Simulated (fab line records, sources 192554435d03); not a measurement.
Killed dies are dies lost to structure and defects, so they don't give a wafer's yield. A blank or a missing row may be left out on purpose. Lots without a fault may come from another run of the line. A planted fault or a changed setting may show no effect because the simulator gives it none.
One fault seen from 2 desks | flow n5_finfet | each desk has only its own numbers; what lay behind them comes last

THE TOOL OWNER'S DESK: rie_diel-03
The tool's own readings at N5_BEOL_M0_SAQP_ETCH_107 (etches SiNx in CH3F/O2, target depth 30 nm): means of the sampled wafers that have a number, for each lot that ran on this tool. A lot is out of limits, marked OUT, if its mean lies more than 4 standard deviations from the usual mean; the brackets give that distance.
Columns: A = drypump_motor_current_A at N5_BEOL_M0_SAQP_ETCH_107, usual 5.6 A; B = oes_product_au at N5_BEOL_M0_SAQP_ETCH_107, usual 0.77 a.u.; C = rf_vpp_V at N5_BEOL_M0_SAQP_ETCH_107, usual 297 V; D = showerhead_plenum_p_Torr at N5_BEOL_M0_SAQP_ETCH_107, usual 1.98 Torr; E = throttle_valve_pct at N5_BEOL_M0_SAQP_ETCH_107, usual 16.25 %
lot  | first seen here | A   | B    | C   | D    | E
L531 | day 6 07:19     | 5.6 | 0.68 | 296 | 2.00 | 16.35
L542 | day 10 00:15    | 5.6 | 0.66 | 297 | 1.99 | 16.22
L544 | day 10 02:53    | 5.7 | 0.66 | 298 | 1.98 | 16.10
This desk's finding: nothing out of limits on any of the 3 lots.

THE METROLOGY DESK
What the gauges read, lot by lot, whatever tool the lot ran on: means of the sampled wafers that have a number. A lot is out of limits, marked OUT, if its mean lies more than 4 standard deviations from the usual mean; the brackets give that distance. Of its 11 readings 7 are shown: those that lie furthest out on some lot.
Columns: A = DIBL_P at N5_BEOL_M4_RC_MEAS_101, usual 36.6 mV/V; B = IOFF_P at N5_BEOL_M4_RC_MEAS_101, usual 0.21 nA/um; C = ION_N at N5_BEOL_M4_RC_MEAS_101, usual 674 uA/um; D = ION_P at N5_BEOL_M4_RC_MEAS_101, usual 460 uA/um; E = SS_N at N5_BEOL_M4_RC_MEAS_101, usual 71.6 mV/dec; F = SS_P at N5_BEOL_M4_RC_MEAS_101, usual 73.4 mV/dec; G = VT_P at N5_BEOL_M4_RC_MEAS_101, usual -250 mV
lot  | first seen here | A    | B    | C   | D   | E    | F    | G
L531 | day 6 06:31     | 36.9 | 0.23 | 677 | 464 | 71.4 | 73.5 | -250
L532 | day 6 14:50     | 33.7 | 0.20 | 668 | 461 | 71.4 | 72.6 | -249
L542 | day 9 23:25     | 37.1 | 0.23 | 674 | 466 | 71.5 | 73.0 | -247
L544 | day 10 01:58    | 36.5 | 0.17 | 656 | 445 | 71.6 | 73.1 | -257
L549 | day 11 03:31    | 37.6 | 0.25 | 682 | 470 | 71.4 | 73.6 | -247
L551 | day 11 12:30    | 37.3 | 0.25 | 669 | 458 | 72.3 | 73.4 | -248
This desk's finding: nothing out of limits on any of the 6 lots.

PUT TOGETHER
The tool owner's desk saw nothing out of limits.
The metrology desk saw nothing out of limits.

WHAT THE SIMULATOR HAD PUT IN
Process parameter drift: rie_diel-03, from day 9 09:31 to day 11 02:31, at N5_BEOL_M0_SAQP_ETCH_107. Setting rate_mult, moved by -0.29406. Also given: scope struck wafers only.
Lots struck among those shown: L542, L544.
